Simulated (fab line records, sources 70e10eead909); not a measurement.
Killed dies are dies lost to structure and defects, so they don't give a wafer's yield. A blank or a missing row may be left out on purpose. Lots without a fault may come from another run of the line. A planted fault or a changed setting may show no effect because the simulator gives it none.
Chamber matching | flow nand_harc | NHARC_A_CHANNEL_FILL_D1_ALD_14 on ald_hk-02: 4 sister chambers
The step deposits SiO2, target thk 2.5 nm, pulse time 10 s, ald cycles 25. 14 wafers are shown with their chamber, then 7 later ones without.

WAFERS WITH THEIR CHAMBER
wafer  | chamber | heater_power_w (W) | precursor_pulse_height_rel | susceptor_temp_C (C)
L074.2 | 3       | 509                | 1.023                      | 300.14
L074.4 | 2       | 621                | 1.021                      | 300.12
L074.6 | 0       | 487                | 1.000                      | 300.36
L075.4 | 0       | 485                | 1.028                      | 299.56
L075.5 | 1       | 478                | 1.013                      | 299.96
L075.6 | 2       | 630                | 0.995                      | 299.95
L079.1 | 3       | 498                | 0.968                      | 300.11
L079.2 | 1       | 475                | 0.964                      | 300.09
L079.5 | 3       | 498                | 0.976                      | 299.95
L080.1 | 3       | 501                | 0.975                      | 300.04
L080.2 | 1       | 476                | 0.987                      | 300.49
L080.3 | 2       | 631                | 1.038                      | 300.00
L083.2 | 2       | 642                | 1.026                      | 299.82
L083.3 | 0       | 483                | 0.976                      | 299.93

SIGNATURES (means of the wafers above)
reading                    | chamber 0 | chamber 1 | chamber 2 | chamber 3 | scatter within a chamber
heater_power_w             | 485.00    | 476.33    | 631.00    | 501.50    | 5.62
precursor_pulse_height_rel | 1.00133   | 0.98800   | 1.02000   | 0.98550   | 0.0234
susceptor_temp_C           | 299.9500  | 300.1800  | 299.9725  | 300.0600  | 0.233
Rule: a wafer's distance from a chamber is the root of the sum, over the readings, of the square of ((its reading less the chamber's mean) divided by the reading's scatter). The wafer belongs to the nearest chamber; if the next one is less than 2 further off, it can't be placed. The scatter: the root of (the sum of the squares of (reading less its chamber's mean) over the shown wafers, divided by (wafers less chambers)).

WAFERS WITHOUT THEIR CHAMBER
wafer  | heater_power_w (W) | precursor_pulse_height_rel | susceptor_temp_C (C)
L083.5 | 629                | 1.014                      | 299.91
L087.1 | 481                | 1.024                      | 299.78
L087.4 | 488                | 1.025                      | 299.87
L087.6 | 493                | 1.008                      | 299.87
L094.2 | 476                | 0.977                      | 299.96
L094.3 | 482                | 0.987                      | 299.93
L094.5 | 486                | 1.014                      | 300.03

WHICH CHAMBER EACH WENT THROUGH
wafer  | from the rows above          | in truth
L083.5 | 2                            | 2
L087.1 | can't be placed: 0 or 1      | 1
L087.4 | can't be placed: 0 or 1 or 3 | 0
L087.6 | can't be placed: 0 or 3 or 1 | 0
L094.2 | can't be placed: 1 or 0      | 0
L094.3 | can't be placed: 0 or 1      | 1
L094.5 | can't be placed: 0 or 1      | 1
Placed correctly: 1 of 7. Can't be placed from these rows: 6 (the true chamber is among the candidates in 6). Placed wrongly: 0.
